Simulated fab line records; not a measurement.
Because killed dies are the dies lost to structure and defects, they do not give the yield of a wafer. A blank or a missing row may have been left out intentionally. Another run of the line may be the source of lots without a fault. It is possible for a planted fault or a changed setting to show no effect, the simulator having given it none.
fab line records	flow n5Finfet
record: lots: 7	wafers: 21
route steps=1938 shown BEOL_M8@1377 BEOL_M9@1446 BEOL_M10@1513 BEOL_M11@1560
startH: the number of hours between the record's first day and the start of the first shown wafer of the lot	waitH: time in hours since the lot's previous step	" unchanged from the row above	L1.1+2: a row that stands for several wafers	- no value, or no start given	* or withheld: withheld	< > ~ a bound
route shown NAME@n: a module of which the file shows steps, and the number in the route of the first	usual: mean/standard deviation of fault-free wafers	same: alike in all rows	chamber/n: place in a boat	sites: the reading at each site	_std_site: standard deviation of those values	_edge_site: outer sites' mean less inner sites'	radiusMm: for every site, how far away it sits from the centre of the wafer	mask NAME#n: copy n	behind: the most recent tool/chamber to have shaped the wafer	hold: the reason the lot was held/the length of the hold in hours/how it ended	device: the transistor (n, p or np) that didn't switch	end of line: tests of these same wafers at the route's end	a step given without rows: its recipe and nothing more	killed: dies lost to structure and defects at the first sort, not the wafer's yield	map: a wafer's dies, x killed, . not, _ none there
set.NAME: setting as actually run; set.NAME@STEP: the setting as run at that earlier step	model.NAME: the simulator's own value behind a step, which no gauge read
lots where settings were altered on purpose, with a table for each step and a row for each wafer
== steps ==
step: N5_BEOL_M8_TRENCH_ETCH_37
recipe: chemistry: C4F6/O2	targetDepthA: 934.78	target: SiCOH_lowk	timeS: 31.2	ionEnergyEv: 250	pressureMtorr: 30	sourceW: 345	biasW: 185	Ar_flow_sccm: 300	C4F6_flow_sccm: 10	O2_flow_sccm: 10
lot.wafer	tool	chamber	startH	waitH	set.timeS	model.BEOL_M8.featureDepthNm	model.etch.depthNm
L076.1	rieDiel-01	3	-	-	31.2	93.2	93.1
L076.4	"	2	"	"	28.3	84.8	84.82
L076.6	"	0	"	"	28.3	84	84.04
L081.1	rieDiel-01	1	-	-	31.2	92.6	92.53
L081.2	"	3	"	"	31.2	94	93.94
L081.3	"	2	"	"	31.2	93.8	93.87
L083.1	rieDiel-06	1	-	-	33.84	105.2	105.2
L083.4	"	3	"	"	31.2	96.8	96.72
L083.5	"	2	"	"	33.84	101.2	101.1
L089.3	rieDiel-01	0	-	-	31.2	92.6	92.59
L089.4	"	1	"	"	31.2	93.6	93.63
L089.6	"	1	"	"	29.25	87.6	87.55
L088.1	rieDiel-02	0	-	-	31.2	95	94.92
L088.2	"	2	"	"	29.17	89.2	89.17
L088.3	"	1	"	"	29.17	86.8	86.71
L096.1	rieDiel-02	0	-	-	31.2	94.4	94.31
L096.4	"	1	"	"	31.2	92.4	92.34
L096.6	"	2	"	"	31.2	94.2	94.19
L097.3	rieDiel-01	3	-	-	36.79	107.6	107.6
L097.4	"	1	"	"	31.2	90.8	90.9
L097.6	"	0	"	"	36.79	108.4	108.3
step: N5_BEOL_M8_ETCH_41
recipe: chemistry: CH3F/O2	target: SiCN	targetDepthA: 319	taperDeg: 2	timeS: 57.8	ionEnergyEv: 120	maskMaterial: TiN	pressureMtorr: 30	sourceW: 395	biasW: 75	Ar_flow_sccm: 150	CH3F_flow_sccm: 30	O2_flow_sccm: 20
step: N5_BEOL_M8_STRIP_80
recipe: chemistry: N2/H2	timeS: 10	powerW: 450	tempC: 40	pressureMtorr: 20	rfFrequencyHz: 6e+07	biasPowerW: 7	n2FlowSccm: 200	h2FlowSccm: 200
step: N5_BEOL_M8_OCD_MEAS_38
usual: trenchDepthNm: 94.2/1.8
lot.wafer	tool	chamber	startH	waitH	set.timeS@BEOL_M8_TRENCH_ETCH_37	trenchDepthNm
L076.1	ocd-02	-	217.39	-	31.2	93.1
L076.4	"	-	"	"	28.3	84.8
L076.6	"	-	"	"	28.3	84.2
L081.1	ocd-01	-	239.61	-	31.2	92.2
L081.2	"	-	"	"	31.2	93.4
L081.3	"	-	"	"	31.2	93.9
L083.1	ocd-01	-	239.70	-	33.84	105.7
L083.4	"	-	"	"	31.2	96.4
L083.5	"	-	"	"	33.84	100.5
L089.3	ocd-02	-	280.31	-	31.2	93.0
L089.4	"	-	"	"	31.2	93.6
L089.6	"	-	"	"	29.25	87.8
L088.1	ocd-01	-	280.34	-	31.2	95.1
L088.2	"	-	"	"	29.17	89.0
L088.3	"	-	"	"	29.17	87.1
L096.1	ocd-02	-	335.22	-	31.2	94.1
L096.4	"	-	"	"	31.2	92.3
L096.6	"	-	"	"	31.2	94.4
L097.3	ocd-02	-	345.66	-	36.79	107.7
L097.4	"	-	"	"	31.2	91.0
L097.6	"	-	"	"	36.79	108.2
step: N5_BEOL_M8_HM_STRIP_39
recipe: chemistry: peroxideTinStrip	material: TiN	targetDepthA: 250	tempC: 50	timeS: 158
step: N5_BEOL_M8_SRD_40
recipe: timeS: 30	tempC: 23	rinseLiquid: diw	dry: ipaMarangoni
step: N5_BEOL_M8_ECD_50
recipe: material: Cu	targetThkA: 3000
step: N5_BEOL_M8_ANNEAL_51
recipe: tempC: 225	timeS: 90	ambient: N2
step: N5_BEOL_M8_CMP_52
recipe: stopOn: SiCOH_lowk	tOverpolishS: 6.9	downForcePsi: 1	platenRpm: 50	clearingPlatenDownForcePsi: 1.5	clearingPlatenRpm: 50	postCmpClean: cuAlkaline	targetThkNm: 80	clearingPlatenPadVelocityMS: 0.99484	padVelocityMS: 0.99484
lot.wafer	tool	chamber	startH	waitH	set.timeS@BEOL_M8_TRENCH_ETCH_37	model.Cu_of_BEOL_M8_ECD_50.thkNm
L076.4	cmp-01	3	219.74	0.2	28.3	69.4
L076.1	"	0	"	"	31.2	78.4
L076.6	"	3	"	"	28.3	68.4
L081.2	cmp-04	0	242.21	0.2	31.2	79.6
L081.1	"	1	"	"	31.2	80.4
L081.3	"	2	"	"	31.2	79
L083.4	cmp-01	0	242.33	0.1	31.2	83.4
L083.1	"	1	"	"	33.84	90.4
L083.5	"	1	"	"	33.84	87.4
L089.3	cmp-01	2	282.35	0.2	31.2	80.6
L089.4	"	3	"	"	31.2	79.8
L089.6	"	1	"	"	29.25	75.6
L088.1	cmp-03	3	282.56	0.3	31.2	81.6
L088.3	"	0	"	"	29.17	76.2
L088.2	"	1	"	"	29.17	76.8
L096.4	cmp-01	3	338.43	0.2	31.2	77.6
L096.1	"	0	"	"	31.2	82
L096.6	"	2	"	"	31.2	83
L097.3	cmp-03	2	348.13	0.3	36.79	94
L097.4	"	3	"	"	31.2	76.8
L097.6	"	1	"	"	36.79	95
step: N5_BEOL_M8_THK_MEAS_53
recipe: thkMeasGauge: xrf	reads: Cu_of_BEOL_M8_ECD_50
usual: M8_THK: 79.7/2.2
lot.wafer	tool	chamber	startH	waitH	set.timeS@BEOL_M8_TRENCH_ETCH_37	M8_THK[nm]
L076.1	filmMetro-01	-	220.00	-	31.2	76.6
L076.4	"	-	"	"	28.3	67.8
L076.6	"	-	"	"	28.3	67.1
L081.1	filmMetro-02	-	242.46	-	31.2	79.0
L081.2	"	-	"	"	31.2	78.1
L081.3	"	-	"	"	31.2	77.4
L083.1	filmMetro-02	-	242.62	-	33.84	88.7
L083.4	"	-	"	"	31.2	82.2
L083.5	"	-	"	"	33.84	86.3
L089.3	filmMetro-01	-	282.61	-	31.2	79.4
L089.4	"	-	"	"	31.2	78.7
L089.6	"	-	"	"	29.25	74.4
L088.1	filmMetro-01	-	282.86	-	31.2	79.8
L088.2	"	-	"	"	29.17	75.7
L088.3	"	-	"	"	29.17	74.6
L096.1	filmMetro-01	-	338.65	-	31.2	80.8
L096.4	"	-	"	"	31.2	76.8
L096.6	"	-	"	"	31.2	82.2
L097.3	filmMetro-01	-	348.35	-	36.79	93.2
L097.4	"	-	"	"	31.2	75.9
L097.6	"	-	"	"	36.79	93.7
step: N5_BEOL_M8_PRE_CLEAN_55
recipe: gas: NH3	timeS: 15	tempC: withheld	rfPowerW: 300
step: N5_BEOL_M8_DEP_56
recipe: material: SiCN	targetThkA: 100	tempC: withheld	precursor: 3MS/NH3	pressureTorr: 3	rfW: 202	timeS: 17.5
step: N5_BEOL_M8_RS_MEAS_57
recipe: thkMeasGauge: four-point-probe	reads: Cu_of_BEOL_M8_ECD_50+Co_of_BEOL_M8_CVD_78+TaN_of_BEOL_M8_ALD_77
usual: M8_RS: 0.283/0.0087
lot.wafer	tool	chamber	startH	waitH	set.timeS@BEOL_M8_TRENCH_ETCH_37	M8_RS[ohm/sq]
L076.1	filmMetro-02	-	220.13	0.1	31.2	0.293
L076.4	"	-	"	"	28.3	0.338
L076.6	"	-	"	"	28.3	0.344
L081.1	filmMetro-01	-	242.59	0.1	31.2	0.284
L081.2	"	-	"	"	31.2	0.287
L081.3	"	-	"	"	31.2	0.290
L083.1	filmMetro-02	-	242.75	0.1	33.84	0.248
L083.4	"	-	"	"	31.2	0.272
L083.5	"	-	"	"	33.84	0.257
L089.3	filmMetro-01	-	282.74	0.1	31.2	0.284
L089.4	"	-	"	"	31.2	0.287
L089.6	"	-	"	"	29.25	0.306
L088.1	filmMetro-02	-	282.99	0.1	31.2	0.280
L088.2	"	-	"	"	29.17	0.299
L088.3	"	-	"	"	29.17	0.303
L096.1	filmMetro-02	-	338.78	0.1	31.2	0.278
L096.4	"	-	"	"	31.2	0.297
L096.6	"	-	"	"	31.2	0.274
L097.3	filmMetro-02	-	348.56	0.1	36.79	0.237
L097.4	"	-	"	"	31.2	0.300
L097.6	"	-	"	"	36.79	0.234
step: N5_BEOL_M9_TRENCH_ETCH_37
recipe: chemistry: C4F6/O2	targetDepthA: 1514.3	target: SiCOH_lowk	timeS: 49	ionEnergyEv: 250	pressureMtorr: 30	sourceW: 345	biasW: 185	Ar_flow_sccm: 300	C4F6_flow_sccm: 10	O2_flow_sccm: 10
usual: rfVppV: 661/13
lot.wafer	tool	chamber	startH	waitH	set.biasW	rfVppV	model.etch.depthNm	model.BEOL_M9.featureDepthNm
L076.1	rieDiel-04	1	-	-	217.8	746	160.4	160.4
L076.4	"	0	"	"	185	657	150.1	150.2
L076.6	"	1	"	"	185	656	151.4	151.4
L081.1	rieDiel-04	1	-	-	171.8	618	148.6	148.6
L081.2	"	2	"	"	185	656	148.5	148.6
L081.3	"	0	"	"	171.8	622	148.8	148.8
L083.1	rieDiel-03	3	-	-	196.7	715	156.6	156.6
L083.4	"	0	"	"	196.7	715	153.9	154
L083.5	"	2	"	"	185	684	149.4	149.4
L088.1	rieDiel-03	0	-	-	168.5	632	147.1	147.2
L088.2	"	2	"	"	168.5	634	147.5	147.4
L088.3	"	3	"	"	185	683	154.3	154.2
L089.3	rieDiel-04	3	-	-	185	661	149	149
L089.4	"	0	"	"	194.2	684	152.5	152.6
L089.6	"	3	"	"	194.2	689	151	151
L096.1	rieDiel-05	0	-	-	185	658	153.5	153.6
L096.4	"	1	"	"	185	651	153.3	153.4
L096.6	"	1	"	"	185	648	152.3	152.4
L097.3	rieDiel-05	3	-	-	172.5	623	145.4	145.4
L097.4	"	2	"	"	185	641	152.2	152.2
L097.6	"	1	"	"	172.5	614	148.2	148.2
step: N5_BEOL_M9_ETCH_41
recipe: chemistry: CH3F/O2	target: SiCN	targetDepthA: 366	taperDeg: 2	timeS: 70.1	ionEnergyEv: 120	maskMaterial: TiN	pressureMtorr: 30	sourceW: 395	biasW: 75	Ar_flow_sccm: 150	CH3F_flow_sccm: 30	O2_flow_sccm: 20
step: N5_BEOL_M9_STRIP_80
recipe: chemistry: N2/H2	timeS: 10	powerW: 450	tempC: 40	pressureMtorr: 20	rfFrequencyHz: 6e+07	biasPowerW: 7	n2FlowSccm: 200	h2FlowSccm: 200
step: N5_BEOL_M9_OCD_MEAS_38
usual: trenchDepthNm: 151.5/2.1
lot.wafer	tool	chamber	startH	waitH	set.biasW@BEOL_M9_TRENCH_ETCH_37	trenchDepthNm
L076.1	ocd-02	-	224.18	-	217.8	160.2
L076.4	"	-	"	"	185	150.3
L076.6	"	-	"	"	185	151.6
L081.1	ocd-01	-	246.23	-	171.8	148.5
L081.2	"	-	"	"	185	148.3
L081.3	"	-	"	"	171.8	148.6
L083.1	ocd-01	-	247.69	-	196.7	156.7
L083.4	"	-	"	"	196.7	154.4
L083.5	"	-	"	"	185	149.0
L088.1	ocd-02	-	287.49	-	168.5	146.7
L088.2	"	-	"	"	168.5	147.9
L088.3	"	-	"	"	185	154.2
L089.3	ocd-02	-	287.57	-	185	149.3
L089.4	"	-	"	"	194.2	152.9
L089.6	"	-	"	"	194.2	151.2
L096.1	ocd-01	-	343.19	-	185	153.6
L096.4	"	-	"	"	185	153.4
L096.6	"	-	"	"	185	152.5
L097.3	ocd-02	-	352.34	-	172.5	145.6
L097.4	"	-	"	"	185	152.0
L097.6	"	-	"	"	172.5	148.1
step: N5_BEOL_M9_HM_STRIP_39
recipe: chemistry: peroxideTinStrip	material: TiN	targetDepthA: 250	tempC: 50	timeS: 158
step: N5_BEOL_M9_SRD_40
recipe: timeS: 30	tempC: 23	rinseLiquid: diw	dry: ipaMarangoni
step: N5_BEOL_M9_ECD_50
recipe: material: Cu	targetThkA: 3180
step: N5_BEOL_M9_ANNEAL_51
recipe: tempC: 225	timeS: 90	ambient: N2
step: N5_BEOL_M9_CMP_52
recipe: stopOn: SiCOH_lowk	tOverpolishS: 7	downForcePsi: 1	platenRpm: 50	clearingPlatenDownForcePsi: 1.5	clearingPlatenRpm: 50	postCmpClean: cuAlkaline	targetThkNm: 140	clearingPlatenPadVelocityMS: 0.99484	padVelocityMS: 0.99484
lot.wafer	tool	chamber	startH	waitH	set.biasW@BEOL_M9_TRENCH_ETCH_37	model.Cu_of_BEOL_M9_ECD_50.thkNm
L076.1	cmp-01	1	228.13	0.3	217.8	149.8
L076.4	"	3	"	"	185	138.6
L076.6	"	0	"	"	185	140
L081.2	cmp-02	1	248.06	0.2	185	136
L081.3	"	2	"	"	171.8	137.6
L081.1	"	3	"	"	171.8	136.8
L083.4	cmp-02	3	250.38	0.1	196.7	144.2
L083.1	"	1	"	"	196.7	145.2
L083.5	"	3	"	"	185	136.8
L088.3	cmp-01	3	291.42	0.2	185	143
L088.2	"	0	"	"	168.5	136.2
L088.1	"	2	"	"	168.5	137
L089.3	cmp-03	2	291.59	0.2	185	137.8
L089.4	"	1	"	"	194.2	140
L089.6	"	3	"	"	194.2	139.4
L096.1	cmp-03	2	345.53	0.3	185	143
L096.4	"	3	"	"	185	142.8
L096.6	"	1	"	"	185	140.2
L097.4	cmp-03	3	354.47	0.2	185	140.4
L097.3	"	0	"	"	172.5	135.2
L097.6	"	2	"	"	172.5	136.6
step: N5_BEOL_M9_THK_MEAS_53
recipe: thkMeasGauge: xrf	reads: Cu_of_BEOL_M9_ECD_50
usual: M9_THK: 138.1/2.5
lot.wafer	tool	chamber	startH	waitH	set.biasW@BEOL_M9_TRENCH_ETCH_37	M9_THK[nm]
L076.1	filmMetro-02	-	228.38	-	217.8	148.3
L076.4	"	-	"	"	185	137.6
L076.6	"	-	"	"	185	139.2
L081.1	filmMetro-01	-	248.32	-	171.8	135.3
L081.2	"	-	"	"	185	135.0
L081.3	"	-	"	"	171.8	136.2
L083.1	filmMetro-02	-	250.67	-	196.7	141.2
L083.4	"	-	"	"	196.7	141.1
L083.5	"	-	"	"	185	133.7
L088.1	filmMetro-01	-	291.72	-	168.5	134.1
L088.2	"	-	"	"	168.5	133.2
L088.3	"	-	"	"	185	140.5
L089.3	filmMetro-01	-	291.88	-	185	137.1
L089.4	"	-	"	"	194.2	138.8
L089.6	"	-	"	"	194.2	138.5
L096.1	filmMetro-01	-	345.74	-	185	140.9
L096.4	"	-	"	"	185	140.9
L096.6	"	-	"	"	185	138.8
L097.3	filmMetro-02	-	354.69	-	172.5	133.1
L097.4	"	-	"	"	185	138.0
L097.6	"	-	"	"	172.5	134.5
step: N5_BEOL_M9_PRE_CLEAN_55
recipe: gas: NH3	timeS: 15	tempC: withheld	rfPowerW: 300
step: N5_BEOL_M9_DEP_56
recipe: material: SiCN	targetThkA: 150	tempC: withheld	precursor: 3MS/NH3	pressureTorr: 3	rfW: 202	timeS: 26.5
step: N5_BEOL_M9_RS_MEAS_57
recipe: thkMeasGauge: four-point-probe	reads: Cu_of_BEOL_M9_ECD_50+Co_of_BEOL_M9_CVD_78+TaN_of_BEOL_M9_ALD_74
usual: M9_RS: 0.1507/0.0028
lot.wafer	tool	chamber	startH	waitH	set.biasW@BEOL_M9_TRENCH_ETCH_37	M9_RS[ohm/sq]
L076.1	filmMetro-02	-	228.52	0.1	217.8	0.1399
L076.4	"	-	"	"	185	0.1527
L076.6	"	-	"	"	185	0.1510
L081.1	filmMetro-01	-	248.45	0.1	171.8	0.1547
L081.2	"	-	"	"	185	0.1557
L081.3	"	-	"	"	171.8	0.1537
L083.1	filmMetro-02	-	250.81	0.1	196.7	0.1451
L083.4	"	-	"	"	196.7	0.1461
L083.5	"	-	"	"	185	0.1545
L088.1	filmMetro-02	-	291.88	0.1	168.5	0.1548
L088.2	"	-	"	"	168.5	0.1557
L088.3	"	-	"	"	185	0.1473
L089.3	filmMetro-01	-	292.02	0.1	185	0.1533
L089.4	"	-	"	"	194.2	0.1506
L089.6	"	-	"	"	194.2	0.1514
L096.1	filmMetro-01	-	345.88	0.1	185	0.1473
L096.4	"	-	"	"	185	0.1477
L096.6	"	-	"	"	185	0.1503
L097.3	filmMetro-01	-	354.82	0.1	172.5	0.1564
L097.4	"	-	"	"	185	0.1500
L097.6	"	-	"	"	172.5	0.1548
step: N5_BEOL_M10_ETCH_41
recipe: chemistry: CH3F/O2	target: SiCN	targetDepthA: 426	taperDeg: 2	timeS: 86	ionEnergyEv: 120	maskMaterial: TiN	pressureMtorr: 30	sourceW: 395	biasW: 75	Ar_flow_sccm: 150	CH3F_flow_sccm: 30	O2_flow_sccm: 20
usual: rfVppV: 297.2/1.6
lot.wafer	tool	chamber	startH	waitH	set.sourceW	rfVppV
L076.1	rieDiel-01	3	-	-	395	296.0
L076.4	"	2	"	"	395	297.6
L076.6	"	1	"	"	395	295.4
L081.1	rieDiel-02	0	-	-	395	300.8
L081.2	"	2	"	"	395	299.3
L081.3	"	1	"	"	363.4	303.8
L083.1	rieDiel-02	2	-	-	371.4	305.1
L083.4	"	0	"	"	371.4	304.8
L083.5	"	1	"	"	395	294.8
L088.1	rieDiel-01	0	-	-	327.4	314.6
L088.2	"	2	"	"	327.4	317.2
L088.3	"	1	"	"	395	295.9
L089.3	rieDiel-06	0	-	-	348.4	313.2
L089.4	"	2	"	"	395	297.0
L089.6	"	2	"	"	348.4	312.5
L096.1	rieDiel-01	3	-	-	395	295.7
L096.4	"	1	"	"	395	295.0
L096.6	"	3	"	"	395	296.2
L097.3	rieDiel-01	0	-	-	395	296.3
L097.4	"	1	"	"	359.1	304.9
L097.6	"	2	"	"	359.1	306.8
step: N5_BEOL_M11_COAT_63
recipe: resist: SOC	tempC: 250	timeS: 60	spinRpm: 1500	resistThkNm: 100
lot.wafer	tool	chamber	startH	waitH	set.spinRpm	model.SOC_of_BEOL_M11_COAT_63.thkNm
L076.1+4	lithoTrack-05	0	241.40	0.0	1500	100.2
L076.6	"	0	"	"	1500	100.4
L081.1+3	lithoTrack-02	0	259.41	2.0	1500	100.4
L081.2	"	0	"	"	1403	103.8
L083.1+4	lithoTrack-05	0	261.46	0.0	1500	100.4
L083.5	"	0	"	"	1500	100.6
L088.1	lithoTrack-01	0	308.94	6.6	1500	100.6
L088.2	"	0	"	"	1500	100
L088.3	"	0	"	"	1629	96.4
L089.3	lithoTrack-02	0	308.94	6.8	1373	104.8
L089.4+6	"	0	"	"	1500	100.2
L096.1	lithoTrack-05	0	354.91	0.0	1500	100.2
L096.4+6	"	0	"	"	1500	99.8
L097.3	lithoTrack-02	0	364.53	1.0	1647	95.4
L097.4	"	0	"	"	1500	99.8
L097.6	"	0	"	"	1500	100
== key ==
split: step: N5_BEOL_M8_TRENCH_ETCH_37	setting: timeS	stated: 31.2	by: wafer
response: step: N5_BEOL_M8_TRENCH_ETCH_37	reading: model.BEOL_M8.featureDepthNm	change: +0.935	per: 1%	r: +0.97
response: step: N5_BEOL_M8_TRENCH_ETCH_37	reading: model.etch.depthNm	change: +0.93	per: 1%	r: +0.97
response: step: N5_BEOL_M8_OCD_MEAS_38	reading: trenchDepthNm	change: +0.926	per: 1%	r: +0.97
response: step: N5_BEOL_M8_CMP_52	reading: model.Cu_of_BEOL_M8_ECD_50.thkNm	change: +0.917	per: 1%	r: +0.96
response: step: N5_BEOL_M8_THK_MEAS_53	reading: M8_THK	change: +0.896	per: 1%	r: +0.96
response: step: N5_BEOL_M8_RS_MEAS_57	reading: M8_RS	change: -0.00362	per: 1%	r: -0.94
split: step: N5_BEOL_M9_TRENCH_ETCH_37	setting: biasW	stated: 185	by: wafer
response: step: N5_BEOL_M9_TRENCH_ETCH_37	reading: rfVppV	change: +4.98	per: 1%	r: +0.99
response: step: N5_BEOL_M9_TRENCH_ETCH_37	reading: model.etch.depthNm	change: +0.573	per: 1%	r: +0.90
response: step: N5_BEOL_M9_TRENCH_ETCH_37	reading: model.BEOL_M9.featureDepthNm	change: +0.574	per: 1%	r: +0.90
response: step: N5_BEOL_M9_OCD_MEAS_38	reading: trenchDepthNm	change: +0.566	per: 1%	r: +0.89
response: step: N5_BEOL_M9_CMP_52	reading: model.Cu_of_BEOL_M9_ECD_50.thkNm	change: +0.584	per: 1%	r: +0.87
response: step: N5_BEOL_M9_THK_MEAS_53	reading: M9_THK	change: +0.564	per: 1%	r: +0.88
response: step: N5_BEOL_M9_RS_MEAS_57	reading: M9_RS	change: -0.000679	per: 1%	r: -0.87
split: step: N5_BEOL_M10_ETCH_41	setting: sourceW	stated: 395	by: wafer
response: step: N5_BEOL_M10_ETCH_41	reading: rfVppV	change: -1.15	per: 1%	r: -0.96
split: step: N5_BEOL_M11_COAT_63	setting: spinRpm	stated: 1500	by: wafer
response: step: N5_BEOL_M11_COAT_63	reading: model.SOC_of_BEOL_M11_COAT_63.thkNm	change: -0.489	per: 1%	r: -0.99
